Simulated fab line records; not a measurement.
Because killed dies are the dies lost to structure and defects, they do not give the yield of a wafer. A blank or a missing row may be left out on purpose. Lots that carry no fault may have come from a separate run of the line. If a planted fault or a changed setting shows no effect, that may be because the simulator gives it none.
Chamber matching | flow nand-harc | NHARC_THIN_TSV_CMP_01 on cmp-04: 4 sister chambers
The step polishes. 27 wafers are shown with their chamber, then 12 later ones without.

== WAFERS WITH THEIR CHAMBER ==
wafer  | chamber | motor-current-A (A)
L074.2 | 3       | 12.7
L074.3 | 0       | 13.5
L074.6 | 1       | 12.0
L075.3 | 3       | 12.7
L075.5 | 0       | 14.4
L075.6 | 1       | 12.2
L077.4 | 0       | 12.9
L077.5 | 0       | 13.5
L077.6 | 1       | 11.6
L083.2 | 1       | 11.8
L083.4 | 3       | 12.3
L083.5 | 0       | 12.8
L085.2 | 2       | 11.6
L085.3 | 3       | 12.4
L085.4 | 0       | 13.6
L090.2 | 1       | 11.9
L090.3 | 3       | 13.0
L090.5 | 3       | 13.3
L093.4 | 2       | 11.6
L093.5 | 2       | 11.6
L093.6 | 3       | 12.3
L092.4 | 1       | 12.7
L092.5 | 3       | 12.5
L092.6 | 2       | 11.9
L095.2 | 1       | 12.4
L095.5 | 1       | 12.0
L095.6 | 2       | 12.0

SIGNATURES (averages over the wafers above)
reading         | chamber 0 | chamber 1 | chamber 2 | chamber 3 | scatter within a chamber
motor-current-A | 13.450    | 12.075    | 11.740    | 12.650    | 0.392
Rule: for each reading, subtract the chamber's mean from the wafer's reading, divide by that reading's scatter and square the result; add these up over the readings and take the root, which gives the wafer's distance from the chamber. If the next closest chamber is less than 2 further off than the closest, the wafer can't be placed; otherwise it belongs to the closest. The scatter is the square root of a quotient: the sum, over the shown wafers, of each reading's squared deviation from its chamber's mean, divided by wafers minus chambers.

== WAFERS WITH NO CHAMBER GIVEN ==
wafer  | motor-current-A (A)
L095.1 | 13.7
L095.3 | 11.9
L095.4 | 11.4
L094.1 | 13.9
L094.2 | 12.6
L094.4 | 11.4
L096.1 | 12.8
L096.4 | 14.0
L096.6 | 13.6
L096.2 | 12.0
L096.3 | 11.3
L096.5 | 13.3

== EACH ONE'S CHAMBER ==
wafer  | from the rows above          | in truth
L095.1 | 0                            | 0
L095.3 | can't be placed: 2 or 1 or 3 | 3
L095.4 | can't be placed: 2 or 1      | 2
L094.1 | 0                            | 0
L094.2 | can't be placed: 3 or 1      | 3
L094.4 | can't be placed: 2 or 1      | 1
L096.1 | can't be placed: 3 or 0 or 1 | 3
L096.4 | 0                            | 0
L096.6 | 0                            | 0
L096.2 | can't be placed: 1 or 2 or 3 | 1
L096.3 | can't be placed: 2 or 1      | 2
L096.5 | can't be placed: 0 or 3      | 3
4 of 12 placed correctly. Not placeable from these rows: 8 (in 8, the candidates include the true chamber). Placed wrongly: 0.
